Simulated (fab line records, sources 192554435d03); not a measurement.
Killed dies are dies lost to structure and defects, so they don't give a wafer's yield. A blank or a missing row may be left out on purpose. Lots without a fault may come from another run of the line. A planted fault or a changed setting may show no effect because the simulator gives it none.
fab line records | flow n5_finfet
record lots=4 wafers=12 last_day=18
route steps=1938 shown SD_EPI_N@290 SD_EPI_P@295 BEOL_M4@1111 PASSIVATION@1936
lots that met no fault: from a run of the same line without faults
start_h: hours from the record's first day to the start of the lot's first wafer shown | wait_h: hours since the lot's step before | " the same as in the row above | L1.1+2: a row that stands for several wafers | - no value, or no start given | * or withheld: withheld | < > ~ a bound
route shown NAME@n: a module of which the file shows steps, and the number in the route of the first | usual: mean/standard deviation of fault-free wafers | same: alike in all rows | chamber/n: place in a boat | sites: the reading at each site | _std_site: their standard deviation | _edge_site: outer sites' mean less inner sites' | radius_mm: how far each site lies from the wafer's centre | mask NAME#n: copy n | behind: the tool/chamber that last shaped the wafer | hold: why the lot was held/for how many hours/how that ended | device: the transistor (n, p or np) that didn't switch | end of line: the same wafers' tests at the end of the route | a step without rows: its recipe alone | killed: dies lost to structure and defects at the first sort, not the wafer's yield | map: a wafer's dies, x killed, . not, _ none there
set.NAME: the setting as run; set.NAME@STEP: as run at that earlier step | model.NAME: the simulator's own value behind a step, which no gauge read
lots at some steps of the route; a table a step, a row a wafer
services: from which hour (start_h, from the record's first day; less than 0 if before it) a tool's chamber was out of use, for how many hours, and why
## steps
# step N5_SD_EPI_N_PRECLEAN_24
# recipe chemistry=O3/DIW time_s=60 temp_c=22 o3_ppm=10
# step N5_SD_EPI_N_SRD_25
# recipe time_s=30 temp_c=23 rinse_liquid=diw dry=ipa_marangoni
# step N5_SD_EPI_N_PRECLEAN_49
# recipe chemistry=NF3:NH3 afs_cycles=1 temp_c=30 time_s=20 sublimation_temp_c=180 sublimation_time_s=60 pressure_torr=3 rf_power_w=30
# step N5_SD_EPI_N_LINER_46
# recipe material=SiNx target_thk_a=30 temp_c=400 ald_precursor_family=SiH2I2 ald_co_reactant=N2/H2-plasma pressure_torr=2
# step N5_SD_EPI_P_COAT_34
# recipe resist=SOC temp_c=250 time_s=60 spin_rpm=1500 resist_thk_nm=350
# step N5_SD_EPI_P_COAT_35
# recipe resist=SiARC temp_c=220 time_s=60 spin_rpm=1500 resist_thk_nm=35
# step N5_SD_EPI_P_COAT_03
# recipe resist=CAR-ArF-block spin_rpm=1500 resist_thk_nm=150
# step N5_SD_EPI_P_EBR_05
# recipe solvent=PGMEA ebr_width_mm=1.5
# step N5_SD_EPI_P_SOFTBAKE_04
# recipe temp_c=110 time_s=60 resist=CAR-ArF-block
# step N5_SD_EPI_P_EXPOSE_06
# recipe mask_id=SD_P_BLK na=1.35 source_shape=conventional sigma_outer=0.8 polarization=unpolarized target_cd_nm=240 dose_mj=39.5
# step N5_SD_EPI_P_PEB_07
# recipe peb_temp_c=110 peb_time_s=60 resist=CAR-ArF-block
# usual heater_power_total_W=175.3/1.7 resist_line_temp_C=23.02/0.1
# columns lot.wafer tool chamber start_h wait_h heater_power_total_W resist_line_temp_C
L935.1 litho_track-04 0 111.96 0.1 173.0 23.04
L935.4 " 0 " " 173.1 23.12
L935.5 " 0 " " 173.1 23.01
L941.1 litho_track-04 0 148.08 0.1 222.1 22.91
L941.2 " 0 " " 228.1 23.06
L941.4 " 0 " " 228.2 22.97
L942.1 litho_track-04 0 155.08 0.1 226.5 23.03
L942.3 " 0 " " 228.2 23.08
L942.6 " 0 " " 222.0 23.02
L947.1 litho_track-01 0 196.45 0.1 177.4 23.00
L947.2 " 0 " " 174.0 23.05
L947.6 " 0 " " 176.5 23.08
# step N5_SD_EPI_P_DEVELOP_08
# recipe develop_time_s=30 developer=TMAH resist=CAR-ArF-block dev_temp_c=23 rinse_liquid=diw dry=air_spin
# step N5_SD_EPI_P_CD_MEAS_09
# recipe target_cd_nm=240 landing_energy_ev=500 detector=se_inlens
# usual cd_nm=240.3/0.76
# columns lot.wafer tool chamber start_h wait_h cd_nm
L935.1 cd_sem-03 0 112.03 - 242.0
L935.4 " 0 " " 241.1
L935.5 " 0 " " 240.8
L941.1 cd_sem-03 0 148.15 - 224.4
L941.2 " 0 " " 224.6
L941.4 " 0 " " 225.3
L942.1 cd_sem-02 0 155.15 - 226.0
L942.3 " 0 " " 224.6
L942.6 " 0 " " 225.0
L947.1 cd_sem-01 0 196.52 - 241.0
L947.2 " 0 " " 240.4
L947.6 " 0 " " 240.8
# step N5_SD_EPI_P_DESCUM_14
# recipe chemistry=O2 time_s=7.9 source_power_w=50 bias_power_w=20 pressure_mtorr=20 rf_frequency_hz=2.712e+07 temp_c=40 resist=CAR-ArF-block o2_flow_sccm=225
# usual chamber_pressure_mTorr=20.000/0.018 drypump_motor_current_A=5.5/0.4 oes_product_au=0.83/0.097 rf_vpp_V=243.6/1.5 showerhead_plenum_p_Torr=2.12/0.083 throttle_valve_pct=20.46/0.21
# columns lot.wafer tool chamber start_h wait_h chamber_pressure_mTorr drypump_motor_current_A oes_product_au rf_hours_counter_h rf_vpp_V showerhead_plenum_p_Torr throttle_valve_pct model.SD_EPI_P.cd_nm
L935.1 rie_diel-04 3 112.12 0.0 19.985 6.5 0.72 196 241.8 2.00 20.53 241.8
L935.4 " 3 " " 19.980 6.5 0.72 - 241.7 2.00 20.52 241.2
L935.5 " 0 " " 20.018 5.8 0.70 - 243.1 2.14 20.52 241
L941.1 rie_diel-01 0 148.24 0.0 20.000 5.1 0.90 36 244.6 2.23 20.43 224.4
L941.2 " 2 " " 19.972 5.6 0.70 237 243.3 2.06 20.58 225
L941.4 " 3 " " 20.015 5.4 0.90 34 242.9 2.13 20.36 225.2
L942.1 rie_diel-01 3 155.24 0.0 19.979 5.4 0.90 37 245.1 2.13 20.35 226
L942.3 " 0 " " 20.009 5.1 0.89 38 245.1 2.23 20.44 224.8
L942.6 " 0 " " 20.001 5.1 0.89 - 245.8 2.23 20.46 225
L947.1 rie_diel-04 1 196.61 0.0 19.994 5.7 0.83 76 242.0 2.04 20.14 241.4
L947.2 " 2 " " 20.006 5.7 0.69 233 243.6 2.16 20.71 240.6
L947.6 " 2 " " 19.980 5.8 0.68 - 244.0 2.16 20.72 240.6
# step N5_SD_EPI_P_ETCH_36
# recipe chemistry=CF4 target=SiARC target_depth_a=455 mask_material=CAR-ArF-block time_s=75.8 ion_energy_ev=80 pressure_mtorr=40 source_w=545 bias_w=36 Ar_flow_sccm=100 cf4_flow_sccm=100 ends=cleared
# step N5_SD_EPI_P_ETCH_37
# recipe chemistry=N2/H2 target=SOC overetch_a=1080 mask_material=SiARC temp_c=40 ion_energy_ev=100 source_w=3000 bias_w=133 pressure_mtorr=20 time_s=486 n2_flow_sccm=200 h2_flow_sccm=200 ends=end_point
# step N5_SD_EPI_P_STRIP_38
# recipe chemistry=N2/H2 temp_c=40 n2_flow_sccm=200 h2_flow_sccm=200 rf_frequency_hz=6e+07
# step N5_SD_EPI_P_ETCHBACK_46
# recipe chemistry=CH3F/O2 mode=anisotropic_etchback target=SiNx target_depth_a=175 stop_on=SiO2 over_etch_frac=0.3 ion_energy_ev=120 pressure_mtorr=30 source_w=395 bias_w=73 Ar_flow_sccm=150 CH3F_flow_sccm=30 O2_flow_sccm=20
# step N5_SD_EPI_P_ETCH_47
# recipe chemistry=CH3F/O2 target=SiOCN target_depth_a=250 mask_material=SOC ion_energy_ev=60 bias_w=29 pressure_mtorr=30 source_w=410 Ar_flow_sccm=150 CH3F_flow_sccm=30 O2_flow_sccm=20
# step N5_SD_EPI_P_ETCH_16
# recipe chemistry=CHF3/O2 target=SiO2 target_depth_a=50 mask_material=SOC pressure_mtorr=30 source_w=650 bias_w=170 Ar_flow_sccm=200 CHF3_flow_sccm=50 O2_flow_sccm=5 ion_energy_ev=200
# step N5_SD_EPI_P_STRIP_50
# recipe chemistry=CHF3/O2 resist=SiARC rf_frequency_hz=6e+07
# step N5_SD_EPI_P_SD_RECESS_17
# recipe chemistry=HBr/Cl2/O2 target_depth_a=391 bt_time_s=3 pressure_mtorr=10 icp_w=800 bias_w=112 HBr_flow_sccm=150 Cl2_flow_sccm=80 O2_flow_sccm=12
# usual bias_w=112.02/0.3 chamber_pressure_mTorr=10.001/0.0091 drypump_motor_current_A=5.6/0.35 oes_o_777_au=0.999/0.012 oes_product_au=0.996/0.012 throttle_valve_pct=37.09/0.27
# same bt_time_s=3
# columns lot.wafer tool chamber start_h wait_h bias_w chamber_pressure_mTorr drypump_motor_current_A oes_o_777_au oes_product_au rf_hours_counter_h throttle_valve_pct model.SD_EPI_P.cd_nm
L935.1 rie_si-06 3 112.81 0.0 111.98 10.017 5.5 0.976 0.978 120 37.34 241.4
L935.4 " 0 " " 111.73 9.991 5.9 0.996 0.982 189 36.92 240.4
L935.5 " 1 " " 111.75 9.993 5.6 1.006 1.002 - 36.75 240.8
L941.1 rie_si-04 2 148.93 0.0 111.78 10.007 5.4 1.001 0.994 8 37.19 224.2
L941.2 " 0 " " 111.84 9.989 5.7 1.000 0.988 159 37.39 226.4
L941.4 " 3 " " 112.00 10.003 5.7 0.997 0.991 122 37.11 226.6
L942.1 rie_si-04 0 155.93 0.0 112.19 10.009 5.7 0.998 0.979 159 37.39 226.6
L942.3 " 3 " " 111.81 10.003 5.7 0.992 0.986 122 37.13 224.2
L942.6 " 1 " " 112.28 9.998 4.9 0.997 0.990 - 37.17 224.8
L947.1 rie_si-04 1 197.30 0.0 112.63 10.001 4.9 0.986 0.985 146 37.19 240.2
L947.2 " 2 " " 112.34 9.995 5.4 1.004 0.994 9 37.21 240.8
L947.6 " 2 " " 112.88 10.004 5.4 1.004 0.993 - 37.19 240
# step N5_SD_EPI_P_WET_ETCH_45
# recipe chemistry=dHF dilution=withheld time_s=10.7 target=SiO2 target_depth_a=20 temp_c=25 dry=ipa_marangoni rinse_time_s=30 rinse_temp_c=23
# step N5_BEOL_M4_RC_MEAS_101
# usual DIBL_N=36.4/1.3 DIBL_P=36.5/1.7 IOFF_N=0.154/0.022 IOFF_P=0.202/0.025 ION_N=671/9.8 ION_P=460/6.8 SS_N=71.6/0.54 SS_P=73.4/0.58 VT_N=250.9/2.8 VT_P=-251.4/2.7
# columns lot.wafer tool chamber start_h wait_h DIBL_N[mV/V] DIBL_P[mV/V] IOFF_N[nA/um] IOFF_P[nA/um] ION_N[uA/um] ION_P[uA/um] SS_N[mV/dec] SS_P[mV/dec] VT_N[mV] VT_P[mV]
L935.1 prober-01 0 220.71 0.0 35.5 34.0 0.128 0.193 665 465 71.0 72.4 253.5 -250.1
L935.4 " 0 " " 36.4 35.6 0.153 0.212 674 466 71.6 73.0 248.7 -251.0
L935.5 " 0 " " 35.0 33.7 0.125 0.180 675 466 70.8 72.0 253.2 -252.8
L941.1 prober-01 0 265.32 0.0 34.6 35.4 0.134 0.196 679 465 70.9 73.0 254.6 -249.5
L941.2 " 0 " " 35.8 36.9 0.158 0.220 670 462 71.7 73.2 252.0 -248.9
L941.4 " 0 " " 33.5 34.3 0.123 0.190 656 456 71.3 72.8 255.7 -250.8
L942.1 prober-01 0 268.26 0.0 36.6 37.4 0.153 0.212 674 459 71.7 73.6 252.2 -250.5
L942.3 " 0 " " 35.0 34.5 0.117 0.174 641 448 71.2 72.7 256.2 -253.7
L942.6 " 0 " " 37.1 36.2 0.148 0.200 662 452 72.0 73.3 255.1 -250.5
L947.1 prober-01 0 310.67 0.0 33.7 33.9 0.121 0.185 672 463 70.7 72.6 252.3 -248.9
L947.2 " 0 " " 34.9 35.8 0.146 0.217 684 471 71.2 73.6 250.0 -247.5
L947.6 " 0 " " 34.2 34.5 0.128 0.194 663 464 70.9 72.4 251.7 -248.6
# step N5_PASSIVATION_PROBE_49
# usual defect_limited_yield=91.1/1.3 killed_at_M0_to_M3=34/10 killed_at_M4_up=14/5.7 killed_at_contacts=12/5.9 killed_at_front_end=41/12 killed_at_other=4/3.1 killed_dies=105/15 killed_open=69/11 killed_short=35/7.8 sort_bin_5_function=5.3/0.81 sort_bin_6_memory=3.3/0.75 sort_n_pass=1075/15 sort_yield_pct=91.1/1.3
# same gross_dies=1180 killed_at_back_side=0 sort_bin_4_leakage[%]=0 sort_bin_8_speed[%]=0
# columns lot.wafer tool chamber start_h wait_h defect_limited_yield[%] killed_at_M0_to_M3 killed_at_M4_up killed_at_contacts killed_at_front_end killed_at_other killed_dies killed_open killed_short sort_bin_5_function[%] sort_bin_6_memory[%] sort_n_pass sort_yield_pct[%]
L942.1 prober-01 - 382.65 0.0 91.4 28 22 7 42 2 101 68 26 6.1 2.0 1079 91.4
L942.3 prober-01 - 382.75 0.1 90.4 44 17 12 38 2 113 67 43 4.7 4.0 1067 90.4
# killed by level:class
L942.1 STI_FIN_REVEAL:geometric_particle:open=11 FIN_SAQP:geometric_particle:open=8 BEOL_M0_SAQP:geometric_particle:short=7 MOL_CONTACT_COAG:geometric_particle:open=6 BEOL_M4:geometric_particle:open=6 STARTING-WAFER:geometric_particle:open=5 GATE_CUT:geometric_particle:short=5 BEOL_M0_SAQP:geometric_particle:open=5
L942.3 MOL_CONTACT_COAG:geometric_particle:open=11 STI_FIN_REVEAL:geometric_particle:open=9 BEOL_M0_SAQP:geometric_particle:open=9 BEOL_M2:geometric_particle:open=8 BEOL_M2:geometric_particle:short=7 FIN_SAQP:geometric_particle:short=6 BEOL_M3:geometric_particle:open=6 BEOL_M3:geometric_particle:short=6
## services
# columns tool chamber start_h hours kind
rie_diel-04 1 89.19 5.1 repair
rie_diel-01 0 102.36 22.0 repair
rie_diel-04 1 105.96 14.5 repair
rie_diel-04 3 120.72 9.8 repair
rie_si-04 - 133.87 0.3 repair
rie_si-06 3 134.24 2.9 repair
rie_diel-04 - 150.63 0.2 repair
rie_diel-01 2 163.08 6.8 repair
rie_si-04 3 166.46 8.6 repair
litho_track-04 - 167.82 - consumable_replace:filter
rie_diel-04 0 179.56 5.8 repair
rie_si-04 1 183.93 3.2 repair
rie_diel-04 3 185.77 45.5 repair
rie_si-06 0 187.13 - clean
rie_si-06 0 187.13 17.6 scheduled_down
rie_si-06 0 187.13 17.6 vent_cycle
## key
first_sign step=N5_SD_EPI_P_PEB_07 reading=heater_power_total_W direction=up sigmas=29 usual=* struck=*
effect step=N5_SD_EPI_P_CD_MEAS_09 reading=cd_nm direction=down sigmas=20 usual=240.3 struck=225.0
model_effect step=N5_SD_EPI_P_DESCUM_14 value=SD_EPI_P.cd_nm without=240.5 struck=225.1
model_effect step=N5_SD_EPI_P_SD_RECESS_17 value=SD_EPI_P.cd_nm without=241 struck=225.5
met_at N5_SD_EPI_P_PEB_07
struck_wafers L941.1,L941.2,L941.4,L942.1,L942.3,L942.6
onset_between 111.96 148.08
fault kind=process_parameter_drift tool=litho_track-04 chamber=- onset_h=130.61 steps=N5_SD_EPI_P_PEB_07 channel=peb_time_s offset=* shape=step end_h=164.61 acts_in=* stated=*
